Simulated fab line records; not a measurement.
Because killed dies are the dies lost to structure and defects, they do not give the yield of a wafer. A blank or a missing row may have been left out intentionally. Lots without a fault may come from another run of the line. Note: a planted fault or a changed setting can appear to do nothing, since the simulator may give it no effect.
fab line records	flow nandHarc
record: lots: 7	wafers: 21	lastDay: 26
route steps=1159 shown A_BLC@982 A_M0@994
lots untouched by any fault: they come from a run of this same line in which no faults occurred
startH: start of the lot's first displayed wafer, in hours after the record's first day	waitH: how many hours have passed since the lot's step before this one	" same as the row above	L1.1+2: one row covering several wafers at once	- no value, or no start given	* or withheld: withheld	< > ~ a bound
route shown NAME@n: NAME is a module with steps in the file, n the number in the route of the first one	usual: average and standard deviation across the fault-free wafers	same: alike in all rows	chamber/n: place in a boat	sites: the reading at each site	_std_site: the values' standard deviation	_edge_site: inner sites' mean taken away from outer sites' mean	radiusMm: how far each site lies from the wafer's centre	mask NAME#n: copy n	behind: the most recent tool/chamber to have shaped the wafer	hold: reason for holding the lot/hours on hold/outcome of the hold	device: transistor that didn't switch, given as n, p or np	end of line: the tests these same wafers got at the end of their route	a step without rows: its recipe alone	killed: the dies lost at the first sort to structure and to defects; this is not the yield of the wafer	map: a wafer's dies, x killed, . not, _ none there
set.NAME: the run value of the setting; set.NAME@STEP: its run value at that earlier step	model.NAME: the simulator's own value behind a step, which no gauge read
lots at some steps of the route; a table a step, a row a wafer
services: when a tool's chamber went out of use (startH, in hours from the record's first day, below 0 if earlier), for how many hours, and the reason
== steps ==
step: NHARC_A_BLC_STRIP_29
recipe: cf4FlowSccm: 150	arFlowSccm: 0	biasW: 0	chemistry: CF4
usual: drypumpMotorCurrentA: 5.7/0.36	oesProductAu: 1.005/0.01	rfVppV: 59.4/0.84	showerheadPlenumPTorr: 1.77/0.089	throttleValvePct: 13.284/0.0097
lot.wafer	tool	chamber	startH	waitH	drypumpMotorCurrentA	oesProductAu	rfHoursCounterH	rfVppV	showerheadPlenumPTorr	throttleValvePct
L169.2	rieDiel-02	0	412.76	0.1	5.5	0.985	8	60.3	1.79	13.281
L169.1	"	1	"	"	6.1	0.997	6	59.2	1.67	13.282
L169.6	"	3	"	"	6.2	1.004	-	59.7	1.65	13.288
L171.3	rieDiel-02	0	417.16	0.1	5.5	0.994	9	58.3	1.79	13.292
L171.4	"	1	"	"	6.1	1.012	7	58.2	1.67	13.292
L171.6	"	0	"	"	5.5	1.003	-	58.2	1.79	13.277
L184.1	rieDiel-04	1	524.97	0.1	5.2	1.014	5	60.5	1.86	13.276
L184.6	"	2	"	"	5.8	1.005	-	60.6	1.89	13.295
L184.5	"	3	"	"	6.2	1.009	-	57.9	1.74	13.290
L185.4	rieDiel-04	2	538.49	0.1	5.8	1.017	5	59.3	1.89	13.264
L185.3	"	1	"	"	5.2	1.004	6	60.4	1.86	13.254
L185.6	"	3	"	"	6.2	1.014	-	59.1	1.74	13.289
L189.6	rieDiel-12	3	539.47	0.1	6.1	1.016	-	59.3	1.82	13.285
L189.5	"	1	"	"	6.0	1.004	-	58.9	1.83	13.287
L189.4	"	2	"	"	5.2	1.011	-	58.6	1.63	13.291
L181.4	rieDiel-02	1	545.36	0.1	6.0	0.989	2	59.5	1.66	13.281
L181.3	"	2	"	"	5.4	0.979	2	59.3	1.73	13.282
L181.5	"	0	"	"	5.5	0.998	-	58.2	1.78	13.288
L192.1	rieDiel-04	3	553.94	0.1	6.2	1.027	9	59.8	1.74	13.295
L192.4	"	1	"	"	5.2	1.000	9	60.2	1.86	13.292
L192.6	"	2	"	"	5.8	1.009	-	58.9	1.89	13.277
step: NHARC_A_BLC_STRIP_21
recipe: o2FlowSccm: 500	arFlowSccm: 0	biasW: 0	chemistry: O2
usual: drypumpMotorCurrentA: 5.8/0.36	oesProductAu: 1.005/0.01	rfVppV: 57.7/0.87	showerheadPlenumPTorr: 3.53/0.18	throttleValvePct: 17.036/0.0091
lot.wafer	tool	chamber	startH	waitH	drypumpMotorCurrentA	oesProductAu	rfHoursCounterH	rfVppV	showerheadPlenumPTorr	throttleValvePct
L169.2	rieDiel-02	2	412.86	0.1	5.3	1.007	7	57.0	3.47	17.047
L169.1	"	3	"	"	6.2	1.015	7	57.9	3.29	17.013
L169.6	"	0	"	"	5.5	0.996	-	58.1	3.57	17.035
L171.3	rieDiel-02	2	417.27	0.1	5.4	0.980	8	57.8	3.46	17.041
L171.4	"	3	"	"	6.2	1.007	8	56.4	3.29	17.025
L171.6	"	2	"	"	5.4	1.002	-	57.9	3.46	17.033
L184.1	rieDiel-04	2	525.07	0.1	5.8	1.010	5	56.7	3.77	17.037
L184.6	"	3	"	"	6.2	1.010	-	59.1	3.47	17.044
L184.5	"	0	"	"	5.7	1.022	-	57.3	3.75	17.033
L185.4	rieDiel-04	3	538.82	0.3	6.2	1.005	6	56.3	3.47	17.057
L185.3	"	1	"	"	5.2	1.004	6	57.7	3.72	17.023
L185.6	"	3	"	"	6.2	1.009	-	56.9	3.47	17.043
L189.6	rieDiel-12	2	539.67	0.2	5.2	1.024	-	56.4	3.26	17.043
L189.5	"	3	"	"	6.1	1.014	-	57.4	3.63	17.024
L189.4	"	0	"	"	6.4	0.989	-	56.4	3.36	17.030
L181.4	rieDiel-02	0	545.45	0.1	5.5	0.994	2	58.5	3.56	17.023
L181.3	"	2	"	"	5.4	0.978	2	56.2	3.46	17.027
L181.5	"	1	"	"	6.1	0.999	-	57.8	3.32	17.040
L192.1	rieDiel-04	2	554.04	0.1	5.8	1.017	8	59.6	3.77	17.028
L192.4	"	3	"	"	6.2	1.006	9	58.2	3.46	17.034
L192.6	"	1	"	"	5.2	1.000	-	57.8	3.72	17.037
step: NHARC_A_BLC_STRIP_22
recipe: timeS: 600	tempC: 30	chemistry: postEtchResidueRemover
step: NHARC_A_BLC_DEGAS_30
recipe: tempC: 300	timeS: 60
step: NHARC_A_BLC_PRE_CLEAN_31
recipe: timeS: 15	biasV: 250	gas: Ar
step: NHARC_A_BLC_PVD_32
recipe: targetThkA: 50	chamberPressurePa: 5	powerW: 5000	substrateTempC: 200	timeS: 17.7	material: Ti
usual: throttleValvePct: 29.4/0.72
lot.wafer	tool	chamber	startH	waitH	throttleValvePct
L169.2	pvdSputter-01	-	-	-	28.2
L169.1	"	-	"	"	31.0
L169.6	"	-	"	"	28.7
L171.4	pvdSputter-03	-	-	-	28.9
L171.3	"	-	"	"	30.2
L171.6	"	-	"	"	29.6
L184.1	pvdSputter-02	-	-	-	29.8
L184.6	"	-	"	"	29.7
L184.5	"	-	"	"	29.4
L185.3	pvdSputter-03	-	-	-	30.1
L185.4	"	-	"	"	28.8
L185.6	"	-	"	"	30.3
L189.4	pvdSputter-01	-	-	-	29.5
L189.6	"	-	"	"	27.9
L189.5	"	-	"	"	30.7
L181.3	pvdSputter-02	-	-	-	29.6
L181.4	"	-	"	"	29.2
L181.5	"	-	"	"	29.5
L192.1	pvdSputter-02	-	-	-	29.5
L192.4	"	-	"	"	29.3
L192.6	"	-	"	"	29.2
step: NHARC_A_BLC_ALD_23
recipe: targetThkA: 30	pulseTimeS: 1	aldCycles: 150	tempC: 450	material: TiN
usual: heaterPowerOuterW: 696/130	heaterPowerW: 1090/150	precursorPulseHeightRel: 0.998/0.021	susceptorTempC: 450.00/0.23
lot.wafer	tool	chamber	startH	waitH	heaterPowerOuterW	heaterPowerW	precursorPulseHeightRel	susceptorTempC
L169.1	aldMetal-03	2	413.53	-	901	1322	1.046	449.61
L169.2	"	3	"	"	768	1096	0.977	449.41
L169.6	"	2	"	"	920	1354	1.053	450.17
L171.3	aldMetal-04	3	417.92	-	879	1307	1.029	450.08
L171.4	"	0	"	"	522	960	0.978	449.77
L171.6	"	2	"	"	636	1041	1.008	450.25
L184.1	aldMetal-04	0	525.70	-	529	1019	1.001	450.23
L184.5	"	2	"	"	610	971	1.024	449.62
L184.6	"	3	"	"	856	1297	1.027	450.00
L185.3	aldMetal-03	3	539.49	-	768	1068	0.974	449.89
L185.4	"	0	"	"	606	973	0.988	449.78
L185.6	"	0	"	"	597	992	1.005	450.29
L189.4	aldMetal-02	2	540.37	-	643	956	0.956	450.10
L189.6	"	3	"	"	681	990	1.011	449.88
L189.5	"	0	"	"	589	976	0.972	449.89
L181.4	aldMetal-03	1	546.15	-	720	1193	0.964	449.98
L181.3	"	3	"	"	750	1083	1.002	449.88
L181.5	"	1	"	"	726	1171	0.972	449.98
L192.1	aldMetal-04	2	554.73	-	623	999	0.992	450.05
L192.4	"	3	"	"	896	1308	0.985	449.86
L192.6	"	0	"	"	545	1014	0.989	450.03
step: NHARC_A_BLC_CVD_24
recipe: targetThkA: 1500	tempC: 300	pressureTorr: 40	wf6FlowSccm: 40	h2FlowSccm: 1600	arFlowSccm: 1560	timeS: 434	material: W
usual: heaterPowerOuterW: 246/28	heaterPowerW: 451/62	susceptorTempC: 300.00/0.19	throttleValvePct: 7.87/0.2
lot.wafer	tool	chamber	startH	waitH	heaterPowerOuterW	heaterPowerW	susceptorTempC	throttleValvePct
L169.1	cvdW-02	1	-	-	239	421	300.07	7.77
L169.2	"	0	"	"	268	524	299.79	7.47
L169.6	"	0	"	"	272	519	300.21	7.93
L171.3	cvdW-01	0	-	-	252	469	-	7.93
L171.4	"	1	"	"	189	335	-	8.25
L171.6	"	0	"	"	254	466	-	7.83
L184.1	cvdW-02	0	-	-	271	544	300.18	7.99
L184.6	"	0	"	"	268	507	300.17	7.91
L184.5	"	1	"	"	237	420	300.48	7.94
L185.3	cvdW-02	1	-	-	231	423	300.24	7.93
L185.4	"	0	"	"	274	517	299.79	7.98
L185.6	"	1	"	"	238	438	300.22	7.85
L189.4	cvdW-02	0	-	-	267	517	300.08	7.80
L189.6	"	1	"	"	234	425	300.06	7.70
L189.5	"	0	"	"	273	522	300.00	7.82
L181.4	cvdW-02	0	-	-	278	535	300.23	8.01
L181.3	"	1	"	"	238	431	300.00	7.89
L181.5	"	1	"	"	238	424	299.75	8.09
L192.1	cvdW-02	1	-	-	241	427	-	7.77
L192.4	"	1	"	"	233	421	-	7.85
L192.6	"	1	"	"	236	418	-	7.74
step: NHARC_A_BLC_CMP_25
recipe: tOverpolishS: 30	targetThkNm: 150
step: NHARC_A_BLC_SRD_27
step: NHARC_A_BLC_INSPECT_28
usual: rawDefectCount: 397/99
lot.wafer	tool	chamber	startH	waitH	rawDefectCount
L169.1	defectInspect-02	-	416.44	0.1	387
L169.2	"	-	"	"	427
L169.6	"	-	"	"	236
L171.3	defectInspect-02	-	422.34	0.1	281
L171.4	"	-	"	"	243
L171.6	"	-	"	"	310
L184.1	defectInspect-02	-	536.79	0.1	583
L184.5	"	-	"	"	421
L184.6	"	-	"	"	510
L185.3	defectInspect-01	-	543.99	0.1	553
L185.4	"	-	"	"	321
L185.6	"	-	"	"	534
L189.4	defectInspect-02	-	544.87	0.1	477
L189.5	"	-	"	"	340
L189.6	"	-	"	"	579
L181.3	defectInspect-01	-	558.10	0.1	364
L181.4	"	-	"	"	392
L181.5	"	-	"	"	296
L192.1	defectInspect-02	-	560.78	0.1	458
L192.4	"	-	"	"	375
L192.6	"	-	"	"	374
step: NHARC_A_M0_DEP_00
recipe: targetThkA: 1500	targetThkNm: 150	tempC: withheld	pressureTorr: 5	flowSccm: 200	rfW: 600	material: SiOC
usual: chamberPressureTorr: 5.001/0.01	rfFwdPowerW: 598.9/1.8
lot.wafer	tool	chamber	startH	waitH	chamberPressureTorr	rfFwdPowerW
L169.2	pecvd-03	0	416.58	0.1	4.999	599.2
L169.1	"	1	"	"	4.996	602.3
L169.6	"	0	"	"	4.993	595.1
L171.3	pecvd-04	0	422.45	0.1	4.993	599.6
L171.6	"	2	"	"	4.995	597.1
L171.4	"	1	"	"	5.003	597.6
L184.1	pecvd-03	2	536.94	0.2	-	-
L184.5	"	1	"	"	-	-
L184.6	"	2	"	"	-	-
L185.4	pecvd-03	2	544.18	0.2	-	-
L185.3	"	1	"	"	-	-
L185.6	"	2	"	"	-	-
L189.4	pecvd-03	2	545.17	0.3	4.993	598.3
L189.5	"	1	"	"	5.006	599.4
L189.6	"	2	"	"	4.993	599.7
L181.3	pecvd-01	0	558.21	0.1	-	-
L181.4	"	2	"	"	-	-
L181.5	"	1	"	"	-	-
L192.1	pecvd-01	1	560.85	0.1	5.005	599.6
L192.4	"	1	"	"	4.992	602.0
L192.6	"	0	"	"	4.992	598.7
step: NHARC_A_M0_DEHYDRATE_01
recipe: tempC: 150	timeS: 120
== services ==
tool	chamber	startH	hours	kind
pvdSputter-02	-	392.00	10.0	pm
rieDiel-12	3	413.28	24.8	repair
rieDiel-04	2	417.78	2.6	repair
pecvd-01	-	418.55	13.0	pm
aldMetal-04	-	419.87	10.0	pm
rieDiel-04	2	428.72	7.5	repair
rieDiel-02	3	431.82	3.5	repair
pvdSputter-01	-	439.33	12.3	repair
aldMetal-03	-	443.49	0.2	repair
cvdW-02	1	449.08	3.4	repair
rieDiel-12	3	451.21	7.5	repair
pvdSputter-03	-	458.02	10.0	pm
rieDiel-04	-	466.07	9.0	pm
pecvd-03	-	473.51	13.0	pm
pvdSputter-02	-	480.80	6.0	repair
aldMetal-03	-	500.00	10.0	pm
pecvd-03	1	503.92	4.8	repair
rieDiel-02	-	505.34	9.0	pm
pvdSputter-03	-	507.27	4.3	repair
pecvd-03	-	512.68	2.2	repair
pvdSputter-01	-	521.19	10.0	pm
aldMetal-04	2	530.75	1.6	repair
pecvd-03	-	545.86	2.0	repair
aldMetal-03	0	556.96	6.3	repair
== key ==
firstSign: step: NHARC_A_M0_DEP_00	reading: toolRecord	direction: missing
effect none on later readings
metAt NHARC_A_M0_DEP_00
struckWafers L181.3,L181.4,L181.5,L184.1,L184.5,L184.6,L185.3,L185.4,L185.6
laterRowsLeftOut L181.3,L181.4,L181.5,L184.1,L184.5,L184.6,L185.3,L185.4,L185.6
sortLeftOut L181.3,L181.4,L181.5,L184.1,L184.5,L184.6,L185.3,L185.4,L185.6
onsetBetween 416.58 536.94
fault: kind: skippedStepWhole	tool: pecvd-01,pecvd-03	chamber: -	onsetH: 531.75	steps: NHARC_A_M0_DEP_00	scope: struckLotsOnly
sortLeftOut: the simulated sort isn't trusted on such a fault, so these wafers' sort isn't shown, and their yield isn't known
laterRowsLeftOut: the simulator's readings of these wafers behind a module that went badly wrong aren't trusted and aren't shown, but for the sort
